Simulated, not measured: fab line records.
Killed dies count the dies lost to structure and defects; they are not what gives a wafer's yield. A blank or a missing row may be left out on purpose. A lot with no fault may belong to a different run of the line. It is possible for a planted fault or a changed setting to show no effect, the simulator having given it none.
Split-lot trial | flow n5_finfet | 39 wafers read from 7 lots, route of 1938 steps

== THE SPLIT ==
At N5_BEOL_M0_SAQP_SPACER2_ALD_26 (deposits SiO2, target thk 15 nm, pulse time 1 s, purge time 2 s), the setting target_thk_a was moved away from the recipe's 150 angstrom on 15 of the 39 wafers read, by -53.8% to +50.1%. All remaining wafers had this setting at the recipe value.

== FROM THE SPLIT TO THE READING: what the file shows between them, 2 steps ==
- N5_BEOL_M0_SAQP_SPACER2_ETCHBACK_27: etches SiO2 in CHF3/O2, target depth 22.5 nm, time 11.25 s
- N5_BEOL_M0_SAQP_MANDREL2_REMOVE_110: chemistry HBr/Cl2/O2, target a-Si, stops on SiCN, bt time 10 s

== THE READING ==
cd_nm at N5_BEOL_M0_SAQP_CD_MEAS_29, given in nm (cd target 14.4 nm). Fault-free wafers of this fab line usually give 14.99 nm, standard deviation 0.21 nm.

wafer  | tool, chamber at the split | target_thk_a as run, angstrom | against the recipe | cd_nm, nm | against lot-mates on the recipe
L079.1 | ald_sin-02, 0,1,0          | 150                           | recipe             | 14.92     | -
L079.5 | ald_sin-02, 0,1,0          | 150                           | recipe             | 15.18     | -
L079.6 | ald_sin-02, 0,1,0          | 150                           | recipe             | 14.90     | -
L081.1 | ald_sin-01, 2,3,2          | 150                           | recipe             | 14.90     | -
L081.2 | ald_sin-01, 0,1            | 69.28                         | -53.8%             | 6.70      | -8.11
L081.3 | ald_sin-01, 0,1            | 69.28                         | -53.8%             | 6.50      | -8.31
L081.4 | ald_sin-01, 3              | 69.28                         | -53.8%             | 7.04      | -7.77
L081.5 | ald_sin-01, 2,3,2          | 150                           | recipe             | 15.02     | -
L081.6 | ald_sin-01, 2,3,2          | 150                           | recipe             | 14.50     | -
L082.1 | ald_sin-01, 2,1,3,0        | 150                           | recipe             | 14.80     | -
L082.2 | ald_sin-01, 2,1,3,0        | 150                           | recipe             | 14.90     | -
L082.3 | ald_sin-01, 2,1,3,0        | 150                           | recipe             | 14.77     | -
L082.4 | ald_sin-01, 2,1,3,0        | 150                           | recipe             | 14.88     | -
L082.5 | ald_sin-01, 0,3            | 150                           | recipe             | 14.99     | -
L082.6 | ald_sin-01, 0,3            | 150                           | recipe             | 14.59     | -
L084.1 | ald_sin-02, 0,2,3          | 106.3                         | -29.1%             | 10.88     | -4.14
L084.2 | ald_sin-02, 0,2,3          | 106.3                         | -29.1%             | 10.43     | -4.59
L084.3 | ald_sin-02, 1,3,0          | 150                           | recipe             | 14.65     | -
L084.4 | ald_sin-02, 1,3,0          | 150                           | recipe             | 15.44     | -
L084.5 | ald_sin-02, 0,2,3          | 106.3                         | -29.1%             | 10.47     | -4.55
L084.6 | ald_sin-02, 1,3,0          | 150                           | recipe             | 14.98     | -
L087.1 | ald_sin-02, 3,1            | 225.2                         | +50.1%             | 22.13     | +7.31
L087.2 | ald_sin-02, 2,1,0          | 150                           | recipe             | 15.03     | -
L087.3 | ald_sin-02, 2,1,0          | 150                           | recipe             | 14.51     | -
L087.4 | ald_sin-02, 0              | 225.2                         | +50.1%             | 22.43     | +7.61
L087.5 | ald_sin-02, 2,1,0          | 150                           | recipe             | 14.91     | -
L087.6 | ald_sin-02, 3,1            | 225.2                         | +50.1%             | 22.24     | +7.42
L091.1 | ald_sin-02, 3,0,3          | 150                           | recipe             | 14.99     | -
L091.2 | ald_sin-02, 2,1            | 198.9                         | +32.6%             | 19.60     | +4.55
L091.3 | ald_sin-02, 3,0,3          | 150                           | recipe             | 14.96     | -
L091.4 | ald_sin-02, 2,1            | 198.9                         | +32.6%             | 20.12     | +5.07
L091.5 | ald_sin-02, 2              | 198.9                         | +32.6%             | 19.68     | +4.63
L091.6 | ald_sin-02, 3,0,3          | 150                           | recipe             | 15.21     | -
L096.1 | ald_sin-04, 2,1            | 87.48                         | -41.7%             | 8.61      | -6.59
L096.2 | ald_sin-04, 3,2            | 150                           | recipe             | 15.04     | -
L096.3 | ald_sin-04, 2,1            | 87.48                         | -41.7%             | 8.77      | -6.43
L096.4 | ald_sin-04, 1              | 87.48                         | -41.7%             | 8.70      | -6.50
L096.5 | ald_sin-04, 3              | 150                           | recipe             | 15.26     | -
L096.6 | ald_sin-04, 3,2            | 150                           | recipe             | 15.30     | -
The file does not say which wafer passed through which chamber wherever a row lists several chambers: such a row stands for several wafers.

FIT RESULTS
A straight line over all 39 wafers: cd_nm changes by +0.149 nm for each +1% of target_thk_a; r = +1.00; the points scatter about the line by 0.23 nm.
The same after taking each lot's own level away (the mean of its wafers on the recipe; 39 wafers): +0.15 nm for each +1%; r = +1.00; scatter 0.2 nm.
Per that fit: largest target_thk_a move, reading shift of 8.1 nm.
The lots' own levels span 14.807 to 15.200 nm, that is 1.9 times the standard deviation above.
Hence the lot-to-lot level has little effect on the slope; both slopes agree.
Check: with one of the wafers moved furthest among these (-53.8%) left out of the fit, the line predicts -8.12 nm for it against its lot-mates. It came out at -8.11 nm against them.

== THE WHOLE CHAIN: every reading that the file lists as answering this split, in the file's order ==
step                                | what it does                                                            | reading                                                                                     | change (the file's fit)                | r (the file's)
N5_BEOL_M0_SAQP_SPACER2_ALD_26      | deposits SiO2, target thk 15 nm, pulse time 1 s, purge time 2 s         | SiO2_of_BEOL_M0_SAQP_SPACER2_ALD_26.thk_nm (the simulator's own value, which no gauge read) | +0.15 nm for each +1% of the setting   | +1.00
N5_BEOL_M0_SAQP_MANDREL2_REMOVE_110 | chemistry HBr/Cl2/O2, target a-Si, stops on SiCN, bt time 10 s          | BEOL_M0_SAQP.cd_nm (the simulator's own value, which no gauge read)                         | +0.151 nm for each +1% of the setting  | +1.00
N5_BEOL_M0_SAQP_CD_MEAS_29          | target cd 14.4 nm                                                       | cd_nm                                                                                       | +0.15 nm for each +1% of the setting   | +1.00
N5_BEOL_M0_CUTY_ETCH_63             | etches SOC in N2/H2, target depth 82.7 nm, overetch 16.5 nm, time 124 s | SiO2_of_BEOL_M0_SAQP_SPACER2_ALD_26.thk_nm (the simulator's own value, which no gauge read) | +0.131 nm for each +1% of the setting  | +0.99
N5_BEOL_M0_ETCH_138                 | etches SiCN in CH3F/O2, target depth 12 nm, time 31.6 s                 | SiO2_of_BEOL_M0_SAQP_SPACER2_ALD_26.thk_nm (the simulator's own value, which no gauge read) | +0.116 nm for each +1% of the setting  | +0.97
N5_BEOL_M0_HM_OPEN_105              | chemistry Cl2/BCl3, target TiN, target depth 12 nm                      | SiO2_of_BEOL_M0_SAQP_SPACER2_ALD_26.thk_nm (the simulator's own value, which no gauge read) | +0.0895 nm for each +1% of the setting | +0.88

== FILE'S OWN FIT ==
cd_nm changes by +0.15 nm for each +1% of target_thk_a, r = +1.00.
